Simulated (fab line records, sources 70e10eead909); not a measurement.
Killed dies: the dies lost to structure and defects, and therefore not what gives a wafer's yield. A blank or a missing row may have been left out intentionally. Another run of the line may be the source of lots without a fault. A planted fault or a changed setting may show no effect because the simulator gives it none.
Chamber matching + flow nandHarc + 4 sister chambers for NHARC_A_STAIRCASE_ETCH_234 on rieDiel-05
The step etches the open film in C4F8/O2, target depth 100 nm, time 40.5 s. 16 wafers are shown with their chamber, then 8 later ones without.

WAFERS WITH THEIR CHAMBER
| wafer  | chamber | rfVppV (V) | chamberPressureMTorr (mTorr) | oesProductAu (a.u.) |
|--------|---------|------------|------------------------------|---------------------|
| L464.3 | 3       | 891        | 25.016                       | 0.940               |
| L464.4 | 1       | 899        | 25.017                       | 0.948               |
| L464.6 | 1       | 899        | 24.990                       | 0.936               |
| L466.1 | 1       | 900        | 25.002                       | 0.926               |
| L466.2 | 2       | 898        | 24.955                       | 0.945               |
| L466.3 | 3       | 889        | 24.993                       | 0.939               |
| L467.2 | 0       | 890        | 25.018                       | 0.943               |
| L467.4 | 3       | 891        | 24.987                       | 0.944               |
| L467.6 | 1       | 900        | 25.012                       | 0.937               |
| L471.1 | 3       | 890        | 24.993                       | 0.926               |
| L471.2 | 2       | 898        | 24.955                       | 0.943               |
| L471.3 | 0       | 889        | 25.011                       | 0.948               |
| L482.1 | 2       | 898        | 25.008                       | 0.946               |
| L482.3 | 1       | 899        | 25.006                       | 0.946               |
| L482.5 | 2       | 897        | 24.954                       | 0.949               |
| L483.3 | 1       | 898        | 24.972                       | 0.914               |

SIGNATURES (averages over the wafers above)
| reading              | chamber 0 | chamber 1 | chamber 2 | chamber 3 | scatter within a chamber |
|----------------------|-----------|-----------|-----------|-----------|--------------------------|
| rfVppV               | 889.50    | 899.17    | 897.75    | 890.25    | 0.755                    |
| chamberPressureMTorr | 25.01450  | 24.99983  | 24.96800  | 24.99725  | 0.0183                   |
| oesProductAu         | 0.94550   | 0.93450   | 0.94575   | 0.93725   | 0.00926                  |
Rule: a wafer lies at a distance from a chamber equal to the root of the sum of squares, over the readings, of (its reading less the chamber's mean, divided by the reading's scatter). If the next closest chamber is less than 2 further off than the closest, the wafer can't be placed; otherwise it belongs to the closest. How the scatter is found: for the shown wafers, subtract from each reading the mean of its chamber, square and add these, divide the total by (wafers less chambers), then take the root.

WAFERS WITHOUT THEIR CHAMBER
| wafer  | rfVppV (V) | chamberPressureMTorr (mTorr) | oesProductAu (a.u.) |
|--------|------------|------------------------------|---------------------|
| L483.4 | 890        | 24.971                       | 0.929               |
| L483.5 | 891        | 25.002                       | 0.933               |
| L485.1 | 889        | 24.964                       | 0.923               |
| L485.2 | 897        | 25.014                       | 0.935               |
| L485.3 | 898        | 25.014                       | 0.918               |
| L486.2 | 891        | 25.039                       | 0.934               |
| L486.3 | 898        | 24.979                       | 0.948               |
| L486.6 | 899        | 25.027                       | 0.928               |

WHICH CHAMBER EACH ONE RAN IN
| wafer  | from the rows above     | in truth |
|--------|-------------------------|----------|
| L483.4 | can't be placed: 3 or 0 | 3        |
| L483.5 | can't be placed: 3 or 0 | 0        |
| L485.1 | can't be placed: 3 or 0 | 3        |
| L485.2 | can't be placed: 2 or 1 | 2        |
| L485.3 | can't be placed: 1 or 2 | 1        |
| L486.2 | can't be placed: 3 or 0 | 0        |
| L486.3 | can't be placed: 2 or 1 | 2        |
| L486.6 | 1                       | 1        |
Correctly placed: 1 of 8. Can't be placed from these rows: 7 (the true chamber is among the candidates in 7). Number placed wrongly: 0.
